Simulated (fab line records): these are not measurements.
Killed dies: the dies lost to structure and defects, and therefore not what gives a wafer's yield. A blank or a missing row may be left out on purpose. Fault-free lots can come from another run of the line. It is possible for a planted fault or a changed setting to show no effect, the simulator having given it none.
Problem report, 8D (eight disciplines) form, completed by code    flow nand-harc    the parts of the form that need people (team, actions taken, sign-off) are left out

## 1. THE PROBLEM
Mean of killed-at-periphery at NHARC_END_SORT_01: 22.0 over 3 wafers from 1 lot, against 3.5 (standard deviation 2.5) on wafers with no fault. That puts it +7.4 standard deviations away from the usual mean.
Seen first at day 30 09:28 on prober-02, wafer L724.1. At this step, 12 wafers from 4 lots have a number in the record. The rule behind "out" and "out of limits": a value lying over 4 standard deviations away from the usual mean. Any other wafer with a number is counted as sound.

## 2. WHAT THIS IS AND IS NOT
question                     is                      is not
which readings at this step  killed-at-periphery     defect-limited-yield, killed-at-array, killed-at-other, killed-dies, killed-open, sort_bin_2_pct, sort_bin_3_pct, sort_bin_4_pct, sort-n-pass, sort-rim-yield-pct, sort-yield-pct
which lots                   L724                    L719, L720, L733
which wafers of those lots   all that have a number  -
read on which gauges         prober-02               prober-01
when                         from day 30 09:28       up to then (6 sound wafers); but 3 sound wafers of L733 came after

## 3. SUSPECTS, AND WHAT RULES EACH OUT
Counting: a tool at a process step up to the reading stays a suspect if it ran every lot that is out and no sound lot after the first of them.
- the gauge at NHARC_END_SORT_01: kept. All the wafers that are out were read on prober-02, and no step on other tools shows them out.
- pvd-sputter-02 at NHARC_P_M0_PRE_CLEAN_29 (time 30 s): kept. It ran the lot that is out, L724 (day 12 04:55), and no sound lot after that; its last sound lot up to then is L720 (day 10 13:03).
- pvd-sputter-02 at NHARC_P_M0_PVD_21 (deposits Cu, target thk 30 nm, time 20.49 s): kept. It ran the lot that is out, L724 (day 12 06:17), and no sound lot after that; its last sound lot up to then is L720 (day 10 14:24). Because NHARC_P_M0_PVD_21 lacks a start for some lots, the hours and order of its lots are taken from NHARC_P_M0_THK_MEAS_24.
- rie-diel-04 at NHARC_P_M1_ETCH_15 (etches the open film in C4F8/Ar, target depth 182.5 nm, time 91.2 s): kept. It ran the lot that is out, L724 (day 30 09:28), and no sound lot after that. Because NHARC_P_M1_ETCH_15 lacks a start for some lots, the hours and order of its lots are taken from NHARC_END_SORT_01.
Left after counting: pvd-sputter-02 at NHARC_P_M0_PRE_CLEAN_29, pvd-sputter-02 at NHARC_P_M0_PVD_21, rie-diel-04 at NHARC_P_M1_ETCH_15, prober-02 at NHARC_END_SORT_01.

## 4. THE CAUSE (what the simulator had put in)
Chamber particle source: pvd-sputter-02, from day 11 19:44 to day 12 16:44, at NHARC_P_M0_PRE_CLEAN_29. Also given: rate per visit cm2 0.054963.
Of the 4 suspects that counting leaves, this tool is one.

## 5. THE EFFECT CHAIN, in route order
Each row: a reading whose mean over the struck wafers that have a number lies more than 3 standard deviations from the usual. Only readings for which the record gives a usual standard deviation are gone through. hours: the time from each lot's start at the first step in this table that gives one to its start at this step, as a median over the lots. sigmas: the change in usual standard deviations.
hours  step               reading              usual  on struck wafers  change  sigmas
0      NHARC_END_SORT_01  killed-at-periphery  3.5    22.0              +18.5   +7.4

## 6. HOW IT WOULD HAVE BEEN CAUGHT EARLIER
Counted from the fault's start at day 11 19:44, it took 446 hours until the first out-of-limits reading at a measuring or inspecting step in this record, taken at day 30 09:28.
Of the tool readings at NHARC_P_M0_PRE_CLEAN_29 for which the record gives a usual standard deviation, none was out on any struck wafer, so an alarm limit of 4 standard deviations on them would not have fired.
By day 30 09:28 the whole set of lots that are out, 1 in number, had already begun NHARC_P_M0_PRE_CLEAN_29 on pvd-sputter-02. Holding the tool at that point would not have protected any of them.
